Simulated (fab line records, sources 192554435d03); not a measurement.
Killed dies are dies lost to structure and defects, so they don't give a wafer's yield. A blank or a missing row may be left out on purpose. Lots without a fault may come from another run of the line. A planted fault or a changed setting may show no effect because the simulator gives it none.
Split-lot experiment | flow n5_finfet | 7 lots, 39 wafers read, on a route of 1938 steps

THE SPLIT
At N5_DUMMY_GATE_HM_DEP_06 (deposits SiNx from DCS/NH3, target thk 80 nm, time 5141 s), the setting target_thk_a was moved away from the recipe's 800 angstrom on 30 of the 39 wafers read, by -55.4% to +49.0%. The other wafers ran this setting at the recipe's value.

The reading is taken at the split's own step.

THE READING
SiNx_of_DUMMY_GATE_HM_DEP_06.thk_nm (the simulator's own value, which no gauge read), in nm, at N5_DUMMY_GATE_HM_DEP_06 (deposits SiNx from DCS/NH3, target thk 80 nm, time 5141 s). The file gives no usual value for it. The 9 wafers here that ran the recipe average 79.4 nm, standard deviation 0.34 nm.

wafer  | tool, chamber at the split | target_thk_a as run, angstrom | against the recipe | SiNx_of_DUMMY_GATE_HM_DEP_06.thk_nm, nm | against lot-mates on the recipe
L075.1 | -, -                       | 357.1                         | -55.4%             | 35.2                                    | no lot-mate on the recipe
L075.2 | -, -                       | 357.1                         | -55.4%             | 34.8                                    | no lot-mate on the recipe
L075.3 | -, -                       | 357.1                         | -55.4%             | 35                                      | no lot-mate on the recipe
L075.4 | -, -                       | 357.1                         | -55.4%             | 34.6                                    | no lot-mate on the recipe
L075.5 | -, -                       | 357.1                         | -55.4%             | 35.4                                    | no lot-mate on the recipe
L075.6 | -, -                       | 357.1                         | -55.4%             | 34.4                                    | no lot-mate on the recipe
L077.1 | -, -                       | 800                           | recipe             | 79.8                                    | -
L077.2 | -, -                       | 800                           | recipe             | 79                                      | -
L077.6 | -, -                       | 800                           | recipe             | 79                                      | -
L077.3 | -, -                       | 800                           | recipe             | 80                                      | -
L077.4 | -, -                       | 800                           | recipe             | 79.2                                    | -
L077.5 | -, -                       | 800                           | recipe             | 79.4                                    | -
L083.1 | -, -                       | 446.3                         | -44.2%             | 44.6                                    | no lot-mate on the recipe
L083.2 | -, -                       | 446.3                         | -44.2%             | 44.8                                    | no lot-mate on the recipe
L083.4 | -, -                       | 446.3                         | -44.2%             | 44.8                                    | no lot-mate on the recipe
L083.6 | -, -                       | 446.3                         | -44.2%             | 44.8                                    | no lot-mate on the recipe
L083.3 | -, -                       | 446.3                         | -44.2%             | 44.4                                    | no lot-mate on the recipe
L083.5 | -, -                       | 446.3                         | -44.2%             | 44.2                                    | no lot-mate on the recipe
L084.1 | -, -                       | 967.2                         | +20.9%             | 96                                      | no lot-mate on the recipe
L084.4 | -, -                       | 967.2                         | +20.9%             | 96                                      | no lot-mate on the recipe
L084.2 | -, -                       | 967.2                         | +20.9%             | 96.8                                    | no lot-mate on the recipe
L084.5 | -, -                       | 967.2                         | +20.9%             | 96.8                                    | no lot-mate on the recipe
L084.3 | -, -                       | 967.2                         | +20.9%             | 96.6                                    | no lot-mate on the recipe
L084.6 | -, -                       | 967.2                         | +20.9%             | 96.2                                    | no lot-mate on the recipe
L087.1 | -, -                       | 621.1                         | -22.4%             | 62.8                                    | no lot-mate on the recipe
L087.2 | -, -                       | 621.1                         | -22.4%             | 61.4                                    | no lot-mate on the recipe
L087.3 | -, -                       | 621.1                         | -22.4%             | 62                                      | no lot-mate on the recipe
L087.4 | -, -                       | 621.1                         | -22.4%             | 62.2                                    | no lot-mate on the recipe
L087.5 | -, -                       | 621.1                         | -22.4%             | 62.2                                    | no lot-mate on the recipe
L087.6 | -, -                       | 621.1                         | -22.4%             | 62.4                                    | no lot-mate on the recipe
L090.1 | -, -                       | 1192                          | +49.0%             | 118.6                                   | no lot-mate on the recipe
L090.2 | -, -                       | 1192                          | +49.0%             | 118.8                                   | no lot-mate on the recipe
L090.3 | -, -                       | 1192                          | +49.0%             | 118.8                                   | no lot-mate on the recipe
L090.5 | -, -                       | 1192                          | +49.0%             | 118.8                                   | no lot-mate on the recipe
L090.6 | -, -                       | 1192                          | +49.0%             | 118.8                                   | no lot-mate on the recipe
L090.4 | -, -                       | 1192                          | +49.0%             | 119.4                                   | no lot-mate on the recipe
L095.1 | lpcvd-01, 1/15             | 800                           | recipe             | 79.8                                    | -
L095.3 | lpcvd-01, 1/25,1/29        | 800                           | recipe             | 79.4                                    | -
L095.4 | lpcvd-01, 1/25,1/29        | 800                           | recipe             | 79.4                                    | -
Where a row lists several chambers, the file gives one row for several wafers and doesn't say which wafer went through which chamber.

THE FIT
A straight line over all 39 wafers: SiNx_of_DUMMY_GATE_HM_DEP_06.thk_nm changes by +0.8 nm for each +1% of target_thk_a; r = +1.00; the points scatter about the line by 0.45 nm.
Too few moved wafers have a lot-mate on the recipe to fit a line with each lot's own level taken away.

THE FILE'S OWN FIT
SiNx_of_DUMMY_GATE_HM_DEP_06.thk_nm changes by +0.8 nm for each +1% of target_thk_a, r = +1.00.
